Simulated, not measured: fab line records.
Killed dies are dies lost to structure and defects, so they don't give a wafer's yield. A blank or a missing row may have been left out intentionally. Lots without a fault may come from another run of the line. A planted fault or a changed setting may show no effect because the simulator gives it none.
Problem report, 8D (eight disciplines) form, completed by code / flow nand harc / the parts of the form that need people (team, actions taken, sign-off) are left out

1. WHAT IS WRONG
Mean of cd nm at NHARC_P_M1_CD_MEAS_09: 96.6 nm across 6 wafers in 2 lots; on wafers with no fault it is 130.3 nm (standard deviation 0.82). Measured from the usual mean, that is -41 standard deviations.
The step: target cd 130 nm.
Seen first at day 8 22:05 on cd sem-01, wafer L297.3. Wafers with a number at this step in the record: 36, from 12 lots. Rule for "out" (also "out of limits"): further than 4 standard deviations from the usual mean. The other wafers with a number count as sound.

2. WHAT IT IS AND WHAT IT IS NOT
question=which readings at this step | is=cd nm | is not=-
question=which lots | is=L297, L298 | is not=L287, L288, L289, L290, L292, L295, L301, L304, L306, L308
question=which wafers of those lots | is=all that have a number | is not=-
question=read on which gauges | is=cd sem-01 | is not=cd sem-03
question=when | is=from day 8 22:05 | is not=up to then (18 sound wafers); but 12 sound wafers of L301, L304, L306, L308 came after

3. WHAT RULES OUT EACH SUSPECT
Counting: a tool stays on the suspect list if, at a process step up to the reading, it processed all lots that are out and no sound lot following the first of them.
- the gauge at NHARC_P_M1_CD_MEAS_09 is ruled out. All the wafers that are out were read on cd sem-01, but those of them that NHARC_P_M1_EXPOSE_06 has rows for are out there too, on other tools.
- rie diel-09 at NHARC_P_M0_ETCH_15 (etches the open film in C4F8/Ar, target depth 150 nm, overetch 15 nm, time 82.5 s): kept. It ran every lot that is out, first L297 (day 8 20:32), and no sound lot after that. NHARC_P_M0_ETCH_15 gives no start for some lots, so the hours and the order of its lots are those of NHARC_P_M0_THK_MEAS_24.
- arfi scanner-02 at NHARC_P_M1_EXPOSE_06 (exposes mask P M1, target cd 130 nm): kept. All lots that are out passed through it, beginning with L297 at day 8 21:58, and no sound lot followed; its final sound lot before that point was L292 at day 7 06:28. Its own exposure dose mJ cm2 readings are out on those wafers.
What counting leaves: rie diel-09 at NHARC_P_M0_ETCH_15 and arfi scanner-02 at NHARC_P_M1_EXPOSE_06.

4. THE CAUSE (what the simulator had put in)
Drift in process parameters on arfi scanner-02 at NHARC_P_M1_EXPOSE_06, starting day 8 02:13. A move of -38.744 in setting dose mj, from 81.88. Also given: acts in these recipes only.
Counting leaves 2 suspects; this tool is one of them.

5. THE CHAIN OF EFFECTS, in route order
Each row: a reading whose mean over the struck wafers that have a number lies more than 3 standard deviations from the usual. Scope: only readings with a usual standard deviation given in the record; hours: median across lots of the time from each lot's start at the first step in this table that gives one to its start at this step; sigmas: change in usual standard deviations.
hours=0; step=NHARC_P_M1_EXPOSE_06; reading=exposure dose mJ cm2; usual=81.87; on struck wafers=46.95; change=-34.92; sigmas=-99 or more
hours=0; step=NHARC_P_M1_CD_MEAS_09; reading=cd nm; usual=130.3 nm; on struck wafers=96.6; change=-33.7; sigmas=-41
hours=1; step=NHARC_P_M1_CD_MEAS_16; reading=cd nm; usual=130.0 nm; on struck wafers=96.3; change=-33.7; sigmas=-34
The process steps in it:
- NHARC_P_M1_EXPOSE_06: exposes mask P M1, target cd 130 nm.

6. WHAT WOULD HAVE CAUGHT IT SOONER
The first out-of-limits reading at a measuring or inspecting step in this record came at day 8 22:05, 20 hours after the fault's start at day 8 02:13.
The tool's own readings at NHARC_P_M1_EXPOSE_06 were out on every struck wafer that the step has a row for (exposure dose mJ cm2): an alarm limit on them would have fired on the first of those.
Among the 2 lots that are out, L298 began NHARC_P_M1_EXPOSE_06 on arfi scanner-02 after day 8 22:05. Putting the tool on hold at that point would have spared it.
